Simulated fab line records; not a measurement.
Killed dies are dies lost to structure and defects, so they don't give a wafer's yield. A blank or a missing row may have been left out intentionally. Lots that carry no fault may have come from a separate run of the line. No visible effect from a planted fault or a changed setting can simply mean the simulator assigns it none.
What tool caused it? :: flow nand_harc :: Sampling: 6 lots, 18 wafers, 4 of 1159 route steps

== WHAT EACH GAUGE READ, for each wafer ==
NHARC_P_GATE_INSPECT_68.
lot: L726
measured: day 5 23:29
on: defect_inspect-01
raw_defect_count: 145 152 191

lot: L729
measured: day 6 18:31
on: defect_inspect-01
raw_defect_count: 207 338 185

lot: L730
measured: day 7 06:31
on: defect_inspect-02
raw_defect_count: 179 147 167

lot: L732
measured: day 7 12:03
on: defect_inspect-01
raw_defect_count: 402 1542 212

lot: L735
measured: day 8 14:22
on: defect_inspect-02
raw_defect_count: 286 181 185

lot: L744
measured: day 10 18:39
on: defect_inspect-02
raw_defect_count: 273 179 155

== TOOL THAT RAN EACH LOT (tool first, then ch and the chambers of the sampled wafers, then the start) ==
lot: L726
NHARC_P_GATE_ETCH_32: rie_si-02 ch 0,1,3, day 5 05:28
NHARC_P_GATE_STRIP_75: plasma_asher-02 ch 0,1, day 5 17:41
NHARC_P_GATE_STRIP_76: plasma_asher-02 ch 1, day 5 19:37

lot: L729
NHARC_P_GATE_ETCH_32: rie_si-03 ch 0,2, day 6 00:11
NHARC_P_GATE_STRIP_75: plasma_asher-02 ch 0, day 6 12:31
NHARC_P_GATE_STRIP_76: plasma_asher-02 ch 0,1, day 6 14:17

lot: L730
NHARC_P_GATE_ETCH_32: rie_si-03 ch 0,1,3, day 6 12:40
NHARC_P_GATE_STRIP_75: plasma_asher-01 ch 0,1, day 7 00:46
NHARC_P_GATE_STRIP_76: plasma_asher-02 ch 0,1, day 7 02:28

lot: L732
NHARC_P_GATE_ETCH_32: rie_si-03 ch 0,1,2, day 6 18:03
NHARC_P_GATE_STRIP_75: plasma_asher-02 ch 0,1, day 7 06:14
NHARC_P_GATE_STRIP_76: plasma_asher-02 ch 0,1, day 7 08:01

lot: L735
NHARC_P_GATE_ETCH_32: rie_si-05 ch 0,1, day 7 20:26
NHARC_P_GATE_STRIP_75: plasma_asher-02 ch 0,1, day 8 08:38
NHARC_P_GATE_STRIP_76: plasma_asher-01 ch 0,1, day 8 10:22

lot: L744
NHARC_P_GATE_ETCH_32: rie_si-05 ch 1,3, day 10 00:40
NHARC_P_GATE_STRIP_75: plasma_asher-02 ch 0,1, day 10 12:46
NHARC_P_GATE_STRIP_76: plasma_asher-02 ch 0,1, day 10 14:29
- NHARC_P_GATE_ETCH_32: etches the open film in HBr/Cl2, target depth 150 nm, time 100.1 s.
- NHARC_P_GATE_STRIP_75: strips in O2.
- NHARC_P_GATE_STRIP_76: strips in O2.

== THE ANSWER, worked out from the rows above alone ==
Rule: the lots themselves supply what counts as usual. Put in order of their means at a reading, lots are off if they are a third of the lots or fewer, leave a main group of 4 or more, and stand apart from it by a gap of 3 or more times the standard deviation of the main group's means; of several such gaps the widest counts. A main group whose means are all the same, to the digits that the tables above print for the reading, isn't used. Also off: a lot with no number at a reading for which 4 or more lots have one. The other lots that the step has rows for count as sound.
Off, at NHARC_P_GATE_INSPECT_68 on raw_defect_count: L732. The main group: mean 198, standard deviation 31.
If a tool, at a process step before that reading, ran all the lots that are off and no sound lot after the first of them, it fits. Those tools and the gauges at NHARC_P_GATE_INSPECT_68 are tried in the same way. 2 tools fit, rie_si-03 at NHARC_P_GATE_ETCH_32 and defect_inspect-01 at NHARC_P_GATE_INSPECT_68, so this cannot tell which one it is.

== WHAT WAS PUT IN BY THE SIMULATOR ==
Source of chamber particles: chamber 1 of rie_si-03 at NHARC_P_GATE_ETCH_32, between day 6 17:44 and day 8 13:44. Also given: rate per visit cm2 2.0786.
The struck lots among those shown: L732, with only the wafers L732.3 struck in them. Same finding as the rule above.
